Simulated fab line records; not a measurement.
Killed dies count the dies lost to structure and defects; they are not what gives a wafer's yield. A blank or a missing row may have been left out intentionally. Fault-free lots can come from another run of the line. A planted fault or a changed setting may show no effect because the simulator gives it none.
Split-lot study + flow n5_finfet + 39 wafers read from 7 lots, route of 1938 steps

## ON THE SPLIT
At N5_ZERO_LAYER_DEVELOP_10 (develop time 60 s), the setting develop_time_s was moved away from the recipe's 60 s on 12 of the 39 wafers read, by -39.6% to +55.8%. For the rest of the wafers, this setting stayed at what the recipe calls for.

## BETWEEN THE SPLIT AND THE READING: the file shows 1 step in between
- N5_ZERO_LAYER_HARDBAKE_23: time 120 s

## THE READING
cd_nm (nm) at N5_ZERO_LAYER_CD_MEAS_11, where the cd target is 2000 nm. On this fab line, fault-free wafers typically give 2000.1 nm with a standard deviation of 2.6 nm.

| wafer  | tool, chamber at the split | develop_time_s as run, s | against the recipe | cd_nm, nm | against lot-mates on the recipe |
|--------|----------------------------|--------------------------|--------------------|-----------|---------------------------------|
| L075.1 | litho_track-05, 0          | 93.49                    | +55.8%             | 2010.8    | +10.6                           |
| L075.2 | litho_track-05, 0          | 60                       | recipe             | 1995.9    | -                               |
| L075.3 | litho_track-05, 0          | 93.49                    | +55.8%             | 2010.7    | +10.5                           |
| L075.4 | litho_track-05, 0          | 93.49                    | +55.8%             | 2014.8    | +14.6                           |
| L075.5 | litho_track-05, 0          | 60                       | recipe             | 2001.0    | -                               |
| L075.6 | litho_track-05, 0          | 60                       | recipe             | 2003.8    | -                               |
| L078.1 | litho_track-03, 0          | 60                       | recipe             | 2002.2    | -                               |
| L078.2 | litho_track-03, 0          | 60                       | recipe             | 2002.4    | -                               |
| L078.4 | litho_track-03, 0          | 60                       | recipe             | 2002.9    | -                               |
| L087.1 | litho_track-04, 0          | 36.23                    | -39.6%             | 1990.4    | -11.1                           |
| L087.2 | litho_track-04, 0          | 36.23                    | -39.6%             | 1990.1    | -11.4                           |
| L087.3 | litho_track-04, 0          | 60                       | recipe             | 2001.8    | -                               |
| L087.4 | litho_track-04, 0          | 60                       | recipe             | 2003.6    | -                               |
| L087.5 | litho_track-04, 0          | 60                       | recipe             | 1999.2    | -                               |
| L087.6 | litho_track-04, 0          | 36.23                    | -39.6%             | 1990.7    | -10.8                           |
| L088.1 | litho_track-04, 0          | 60                       | recipe             | 1995.5    | -                               |
| L088.2 | litho_track-04, 0          | 60                       | recipe             | 1998.5    | -                               |
| L088.3 | litho_track-04, 0          | 60                       | recipe             | 1999.8    | -                               |
| L088.4 | litho_track-04, 0          | 93.15                    | +55.2%             | 2005.7    | +7.8                            |
| L088.5 | litho_track-04, 0          | 93.15                    | +55.2%             | 2007.9    | +10.0                           |
| L088.6 | litho_track-04, 0          | 93.15                    | +55.2%             | 2006.8    | +8.9                            |
| L089.1 | litho_track-05, 0          | 87.67                    | +46.1%             | 2008.2    | +8.3                            |
| L089.2 | litho_track-05, 0          | 60                       | recipe             | 2001.8    | -                               |
| L089.3 | litho_track-05, 0          | 60                       | recipe             | 1997.1    | -                               |
| L089.4 | litho_track-05, 0          | 60                       | recipe             | 2000.9    | -                               |
| L089.5 | litho_track-05, 0          | 87.67                    | +46.1%             | 2011.6    | +11.7                           |
| L089.6 | litho_track-05, 0          | 87.67                    | +46.1%             | 2007.9    | +8.0                            |
| L091.1 | litho_track-03, 0          | 60                       | recipe             | 2001.3    | -                               |
| L091.2 | litho_track-03, 0          | 60                       | recipe             | 1999.9    | -                               |
| L091.3 | litho_track-03, 0          | 60                       | recipe             | 2000.3    | -                               |
| L091.4 | litho_track-03, 0          | 60                       | recipe             | 1999.0    | -                               |
| L091.5 | litho_track-03, 0          | 60                       | recipe             | 2001.1    | -                               |
| L091.6 | litho_track-03, 0          | 60                       | recipe             | 2001.7    | -                               |
| L095.1 | litho_track-03, 0          | 60                       | recipe             | 2001.5    | -                               |
| L095.2 | litho_track-03, 0          | 60                       | recipe             | 1999.8    | -                               |
| L095.3 | litho_track-03, 0          | 60                       | recipe             | 1993.8    | -                               |
| L095.4 | litho_track-03, 0          | 60                       | recipe             | 1997.7    | -                               |
| L095.5 | litho_track-03, 0          | 60                       | recipe             | 1997.8    | -                               |
| L095.6 | litho_track-03, 0          | 60                       | recipe             | 1997.7    | -                               |

FIT RESULTS
A straight line over all 39 wafers: cd_nm changes by +0.193 nm for each +1% of develop_time_s; r = +0.89; the points scatter about the line by 2.6 nm.
The same after taking each lot's own level away (the mean of its wafers on the recipe; 39 wafers): +0.21 nm for each +1%; r = +0.94; scatter 2.1 nm.
According to that fit, moving develop_time_s by its largest amount changes the reading by 12 nm.
The span of the lots' own levels, 1997.93 to 2002.50 nm, comes to 1.8 times the standard deviation stated above.
The two slopes agree, so the slope changes little with the lot-to-lot level.
Check: +11.4 nm against its lot-mates is what the line predicts for one of the wafers moved furthest among these (+55.8%) when that wafer is left out of the fit. It came out at +10.6 nm against them.

## THE WHOLE CHAIN: every reading that the file lists as answering this split, in the file's order
| step                     | what it does             | reading                                                           | change (the file's fit)               | r (the file's) |
|--------------------------|--------------------------|-------------------------------------------------------------------|---------------------------------------|----------------|
| N5_ZERO_LAYER_CD_MEAS_11 | target cd 2000 nm        | cd_nm                                                             | +0.205 nm for each +1% of the setting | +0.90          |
| N5_ZERO_LAYER_DESCUM_16  | chemistry O2, time 7.9 s | ZERO_LAYER.cd_nm (the simulator's own value, which no gauge read) | +0.208 nm for each +1% of the setting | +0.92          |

## THE FILE'S OWN FIT
cd_nm changes by +0.205 nm for each +1% of develop_time_s, r = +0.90.
